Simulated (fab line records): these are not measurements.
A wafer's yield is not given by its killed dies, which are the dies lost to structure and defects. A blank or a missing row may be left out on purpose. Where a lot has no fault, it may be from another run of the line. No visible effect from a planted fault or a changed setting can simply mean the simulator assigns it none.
One fault through the eyes of 3 desks :: flow n5_finfet :: every desk sees just its own numbers, and what lay behind them comes last

== THE DEFECT DESK ==
For each lot, the counts of the inspections along the route, averaged over the sampled wafers that have a number. If a lot's mean is further than 4 standard deviations from the usual mean, the lot is out of limits and carries the mark OUT (the distance appears in the brackets).
Columns: A = raw_defect_count at N5_MIM_BOT_LITHO_INSPECT_12, usual 2.2
lot: L602
first seen here: day 12 21:17
A: 2.0

lot: L611
first seen here: day 15 07:29
A: 2.7

lot: L617
first seen here: day 16 14:19
A: 1.3

lot: L619
first seen here: day 17 16:34
A: 2.0

lot: L621
first seen here: day 17 16:58
A: 2.7

lot: L622
first seen here: day 18 08:53
A: 1.7
This desk's finding: nothing out of limits on any of the 6 lots.

== TOOL OWNER'S DESK, pecvd-01 ==
The tool's own readings at N5_PASSIVATION_PECVD_01 (deposits SiNx from SiH4/NH3/N2, target thk 200 nm, time 43.2 s): means of the sampled wafers that have a number, for each lot that ran on this tool. If a lot's mean is further than 4 standard deviations from the usual mean, the lot is out of limits and carries the mark OUT (the distance appears in the brackets).
Columns: A = heater_power_w at N5_PASSIVATION_PECVD_01, usual 370 W; B = showerhead_plenum_p_Torr at N5_PASSIVATION_PECVD_01, usual 8.72 Torr; C = susceptor_temp_C at N5_PASSIVATION_PECVD_01, usual 400.04 C; D = throttle_valve_pct at N5_PASSIVATION_PECVD_01, usual 29.3 %
lot: L602
first seen here: day 12 22:16
A: 325
B: 8.66
C: 400.02
D: 29.1

lot: L617
first seen here: day 16 15:22
A: 374
B: 8.67
C: 399.91
D: 29.2

lot: L619
first seen here: day 17 17:47
A: 462
B: 8.66
C: -
D: 29.1
This desk's finding: nothing out of limits on any of the 3 lots.

== THE METROLOGY DESK ==
Lot by lot, what the gauges showed, no matter which tool ran the lot: averages of those sampled wafers that carry a number. If a lot's mean is further than 4 standard deviations from the usual mean, the lot is out of limits and carries the mark OUT (the distance appears in the brackets).
Columns: A = cd_nm at N5_MIM_BOT_LITHO_CD_MEAS_08, usual 2999.0 nm; B = MIM_BOT_OVL at N5_MIM_BOT_LITHO_OVL_MEAS_11, usual -1 nm
lot: L602
first seen here: day 12 21:14
A: 2997.1
B: -0

lot: L611
first seen here: day 15 07:25
A: 2997.6
B: -7

lot: L617
first seen here: day 16 14:16
A: 2998.3
B: 1

lot: L619
first seen here: day 17 16:31
A: 2999.8
B: -6

lot: L621
first seen here: day 17 16:54
A: 2999.6
B: -5

lot: L622
first seen here: day 18 08:50
A: 2998.6
B: -7
This desk's finding: nothing out of limits on any of the 6 lots.

== ALL TOGETHER ==
Nothing the defect desk looked at was out of limits.
The desk of the tool owner found nothing out of limits.
Metrology desk: nothing out of limits seen.

== WHAT THE SIMULATOR HAD PUT IN ==
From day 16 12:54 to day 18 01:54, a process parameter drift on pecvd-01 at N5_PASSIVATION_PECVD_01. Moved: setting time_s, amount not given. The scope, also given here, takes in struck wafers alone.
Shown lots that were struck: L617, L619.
